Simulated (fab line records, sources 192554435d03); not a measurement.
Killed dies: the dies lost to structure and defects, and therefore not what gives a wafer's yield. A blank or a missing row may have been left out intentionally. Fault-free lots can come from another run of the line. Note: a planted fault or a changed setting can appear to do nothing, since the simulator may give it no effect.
Struck lot and sound lot, side by side	flow n5_finfet	36 steps out of a route of 1938
Sound: these wafers, L140.2, L140.4, L140.5. Wafers L131.1, L131.5, L131.6 were the ones struck. Last of all comes the cause.
Per side, at each step with rows, come the tool, then ch with its chambers, and then its first start. Under that, the readings that differ: sound wafers	struck wafers	difference of the means	sigmas: that difference in standard deviations of wafers without a fault.
alike: a reading whose means differ by less than 2 such deviations, as well as words and numbers matching on both sides. not compared: withheld readings; readings where some wafer has no value; bounds like >300 that might hide an equal value; numbers whose values overlap and for which the record gives no deviation.
The two part at a step that has a row with sigmas, a row that says differs or no value, or rows on one side only. Non-overlapping numbers with no deviation appear without sigmas and do not part them. A reading that every wafer of one side lacks parts them only if that side has two wafers or more.

first, 9 steps without rows for these wafers: N5_BEOL_M4_ANNEAL_95 (time 240 s); N5_BEOL_M4_SPUTTER_96 (material Cu, target thk 4.5 nm, time 8.29 s); N5_BEOL_M4_ECD_50 (material Cu, target thk 300 nm); N5_BEOL_M4_ANNEAL_51 (time 90 s); N5_BEOL_M4_CMP_52 (polishes, stops on SiOC, t overpolish 6.8 s, target thk 40 nm); N5_BEOL_M4_PRE_CLEAN_60 (time 15 s); N5_BEOL_M4_CO_CAP_55 (material Co, precursor CCTBA/H2, target thk 2 nm, time 102.1 s); N5_BEOL_M4_PRE_CLEAN_56 (time 15 s); N5_BEOL_M4_DEP_57 (deposits SiCN from 3MS/NH3, target thk 8 nm, time 14 s).
N5_BEOL_M4_RC_MEAS_101:
  sound on prober-02 ch 0, day 12 03:12; struck on prober-01 ch 0, day 10 15:33
  alike: DIBL_N, DIBL_P, IOFF_N, IOFF_P, ION_N, ION_P, SS_N, SS_P, VT_N, VT_P
then, 24 steps without rows for these wafers: N5_BEOL_M5_ILD_DEP_00 (deposits SiCOH lowk from DEMS/porogen, target thk 140.64 nm, time 25.9 s); N5_BEOL_M5_CURE_79 (cures SiCOH lowk, time 240 s); N5_BEOL_M5_PECVD_70 (deposits SiO2 from TEOS/O2, target thk 16 nm, time 18 s); N5_BEOL_M5_HM_DEP_02 (deposits TiN, target thk 20 nm); N5_BEOL_M5_COAT_59 (time 60 s, resist thk 60 nm); N5_BEOL_M5_COAT_60 (time 60 s, resist thk 12 nm); N5_BEOL_M5_COAT_71 (time 60 s, resist thk 5 nm); N5_BEOL_M5_COAT_05 (resist thk 30 nm); N5_BEOL_M5_EBR_07; N5_BEOL_M5_SOFTBAKE_06 (time 60 s); N5_BEOL_M5_EXPOSE_08 (exposes mask M5, target cd 28 nm); N5_BEOL_M5_PEB_09 (peb time 60 s); N5_BEOL_M5_DEVELOP_10 (develop time 30 s); N5_BEOL_M5_DESCUM_16 (chemistry O2, time 7 s); N5_BEOL_M5_ETCH_72 (etches underlayer in N2/H2, target depth 6.5 nm, time 5.2 s); N5_BEOL_M5_ETCH_61 (etches SiARC in CF4, target depth 15.6 nm, time 26 s); N5_BEOL_M5_ETCH_62 (etches SOC in N2/H2, target depth 75 nm, overetch 15 nm, time 112.5 s); N5_BEOL_M5_STRIP_63 (strips in N2/H2); N5_BEOL_M5_STRIP_73 (strips in N2/H2); N5_BEOL_M5_STRIP_64 (strips in CF4); N5_BEOL_M5_HM_OPEN_17 (chemistry Cl2/BCl3, target TiN, target depth 20 nm, overetch 6 nm); N5_BEOL_M5_STRIP_19 (strips in O2); N5_BEOL_M5_COAT_65 (time 60 s, resist thk 60 nm); N5_BEOL_M5_COAT_66 (time 60 s, resist thk 12 nm).
N5_BEOL_M9_VIA_ETCH_34: etches SiCOH lowk in C4F6/O2, target depth 182.4 nm, time 68.4 s.
  sound on rie_diel-06 ch 1,3, day 14 03:22; struck on rie_diel-04 ch 1,2, day 12 12:23
  no value came back on the struck wafers for any of 8 readings (C4F6_flow_sccm (sccm), O2_flow_sccm (sccm) and others); on the sound wafers C4F6_flow_sccm (sccm) reads 9.99 10.04 10.05
reading	sound	struck	difference	sigmas
model.SOC_of_BEOL_M9_COAT_63.thk_nm (nm)	51.8 51.4 51.6	59.8 60 60	+8.3	
model.SiARC_of_BEOL_M9_COAT_64.thk_nm (nm)	0 0 0	6.6 6.6 6.2	+6.5	
  not compared: rf_hours_counter_h
-- a jump in the record: the struck wafers' starts before and after are 3 days apart (it breaks off in module BEOL_M9 and resumes in module PASSIVATION, where the first step shown is number 1936 of the route) --
N5_PASSIVATION_PROBE_49:
  the record has rows for the struck wafers here (prober-01, day 15 01:35) and none for the sound ones

## WHERE THEY PART
First at N5_BEOL_M9_VIA_ETCH_34; last, within this record, at N5_PASSIVATION_PROBE_49.

WHY: what had been put in by the simulator
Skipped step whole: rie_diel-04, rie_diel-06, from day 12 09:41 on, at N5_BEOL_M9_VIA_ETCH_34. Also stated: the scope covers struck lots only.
